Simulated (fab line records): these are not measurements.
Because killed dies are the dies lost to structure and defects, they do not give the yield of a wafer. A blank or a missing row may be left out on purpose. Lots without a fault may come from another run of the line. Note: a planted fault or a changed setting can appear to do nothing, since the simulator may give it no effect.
Matching of chambers ; flow n5-finfet ; N5_HKMG_FIN_ALD_71 on ald-metal-03: 4 sister chambers
The step deposits TiN, target thk 1 nm, pulse time 1 s, purge time 3 s. 4 wafers are shown with their chamber, then 10 later ones without.

## EACH WAFER AND ITS CHAMBER
wafer;chamber;heater-power-w (W)
L083.1;2;981
L083.3;1;791
L084.1;0;1011
L084.3;3;884

## WAFERS WITH NO CHAMBER GIVEN
wafer;heater-power-w (W)
L084.6;982
L093.2;1017
L093.4;767
L093.5;857
L095.1;895
L095.4;763
L095.5;778
L097.4;984
L097.5;764
L097.6;896

## THE CHAMBER EACH PASSED THROUGH
wafer;from the rows above;in truth
L084.6;can't be placed: 2 or 0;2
L093.2;can't be placed: 0 or 2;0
L093.4;1;1
L093.5;3;3
L095.1;3;3
L095.4;1;1
L095.5;1;1
L097.4;can't be placed: 2 or 0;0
L097.5;1;1
L097.6;3;3
7 of 10 placed correctly. Cannot be placed on the basis of these rows: 3; the candidates contain the true chamber in 3. Placed wrongly: 0.
How it was worked out, from the rows above alone: a wafer's distance from a chamber is the root of the sum, over the readings, of the square of ((its reading less the chamber's mean) divided by the reading's scatter). If the next closest chamber is less than 2 further off than the closest, the wafer can't be placed; otherwise it belongs to the closest. The mean given for a chamber averages the wafers shown for that chamber. The scatter: root of mean squared gap, hidden wafer to nearest shown wafer, with one shown wafer a chamber.
